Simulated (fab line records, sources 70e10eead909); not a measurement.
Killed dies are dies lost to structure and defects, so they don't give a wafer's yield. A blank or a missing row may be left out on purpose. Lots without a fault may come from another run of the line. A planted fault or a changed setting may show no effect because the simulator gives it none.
Which tool did it? | flow nand_harc | 13 lots, 39 wafers sampled, at 2 steps of a route of 1302

WHAT THE GAUGES READ, wafer by wafer
NHARC_A_M1_OVL_MEAS_10: pitch 240 nm. Usual: overlay_x_nm 0.1 nm, standard deviation 0.68; overlay_y_nm -0.1 nm, standard deviation 0.86.
lot  | measured     | on         | overlay_x_nm (nm) | overlay_y_nm (nm) | flag
L804 | day 22 18:41 | overlay-01 | 1.1 1.0 1.3       | -0.1 -0.5 -0.9    |
L805 | day 23 14:32 | overlay-01 | -0.9 -0.2 -0.7    | -1.0 -1.4 -1.6    |
L808 | day 24 06:11 | overlay-01 | -0.4 0.0 0.1      | 0.9 0.3 1.2       |
L810 | day 25 17:17 | overlay-02 | 0.0 0.0 0.0       | 0.5 0.6 0.5       |
L818 | day 28 18:08 | overlay-02 | 1.3 0.1 1.1       | -1.2 -0.1 -0.5    |
L819 | day 29 01:13 | overlay-01 | 0.1 1.0 0.7       | 0.4 0.6 1.0       |
L820 | day 29 03:41 | overlay-02 | 0.1 -0.2 -0.7     | 0.7 0.7 0.6       |
L823 | day 30 02:40 | overlay-01 | -2.1 -1.4 -1.3    | -0.2 0.3 -0.3     |
L821 | day 30 04:21 | overlay-01 | -0.6 0.1 -0.2     | -0.2 0.0 0.2      |
L822 | day 30 10:21 | overlay-02 | 0.5 0.1 0.4       | -0.7 -0.7 -0.8    |
L824 | day 31 07:05 | overlay-02 | 0.8 0.6 0.8       | -0.8 -0.7 -1.1    |
L825 | day 31 20:47 | overlay-01 | -0.6 -0.7 -1.3    | 0.0 -0.6 0.0      |
L826 | day 32 00:48 | overlay-01 | 0.5 0.8 0.8       | -1.7 -1.4 -1.6    |

WHICH TOOL RAN EACH LOT (tool, then ch and the chambers of the sampled wafers, then the start)
lot  | NHARC_A_M0_PVD_20
L804 | pvd_sputter-01, day 22 18:41 or earlier
L805 | pvd_sputter-03, day 23 14:32 or earlier
L808 | pvd_sputter-01, day 24 06:11 or earlier
L810 | pvd_sputter-02, day 25 17:17 or earlier
L818 | pvd_sputter-01, day 28 18:08 or earlier
L819 | pvd_sputter-02, day 29 01:13 or earlier
L820 | pvd_sputter-02, day 29 03:41 or earlier
L823 | pvd_sputter-01, day 30 02:40 or earlier
L821 | pvd_sputter-01, day 30 04:21 or earlier
L822 | pvd_sputter-03, day 30 10:21 or earlier
L824 | pvd_sputter-02, day 31 07:05 or earlier
L825 | pvd_sputter-01, day 31 20:47 or earlier
L826 | pvd_sputter-02, day 32 00:48 or earlier
- NHARC_A_M0_PVD_20: deposits TaN, target thk 5 nm, time 8.06 s.

WHAT THE TOOLS THEMSELVES READ (means of the sampled wafers that have a number; where no wafer has one, the mark that the record gives instead)
NHARC_A_M0_PVD_20. Usual: throttle_valve_pct 30.4 %, standard deviation 1.4.
lot  | tool           | throttle_valve_pct (%) | flag
L804 | pvd_sputter-01 | 30.2                   |
L805 | pvd_sputter-03 | 29.0                   |
L808 | pvd_sputter-01 | 29.8                   |
L810 | pvd_sputter-02 | 30.7                   |
L818 | pvd_sputter-01 | 30.9                   |
L819 | pvd_sputter-02 | 30.2                   |
L820 | pvd_sputter-02 | 30.7                   |
L823 | pvd_sputter-01 | 31.2                   |
L821 | pvd_sputter-01 | 30.9                   |
L822 | pvd_sputter-03 | 29.2                   |
L824 | pvd_sputter-02 | 28.8                   |
L825 | pvd_sputter-01 | 29.6                   |
L826 | pvd_sputter-02 | 29.6                   |

THE ANSWER, worked out from the rows above alone
Rule: a lot is off if the mean of its wafers that have a number lies more than 3 standard deviations from the usual mean. A lot without any number at a reading at which 4 lots or more have one is off too. The other lots that the step has rows for count as sound. The gauges are gone through in route order, then the tools' own readings, and for those a lot's mean is taken as printed above. The first step at which some lot is off is used, and at that step the reading that is off furthest; a lot without a number counts as furthest.
No lot is off at any reading shown: from this, nothing can be told.

WHAT THE SIMULATOR HAD PUT IN
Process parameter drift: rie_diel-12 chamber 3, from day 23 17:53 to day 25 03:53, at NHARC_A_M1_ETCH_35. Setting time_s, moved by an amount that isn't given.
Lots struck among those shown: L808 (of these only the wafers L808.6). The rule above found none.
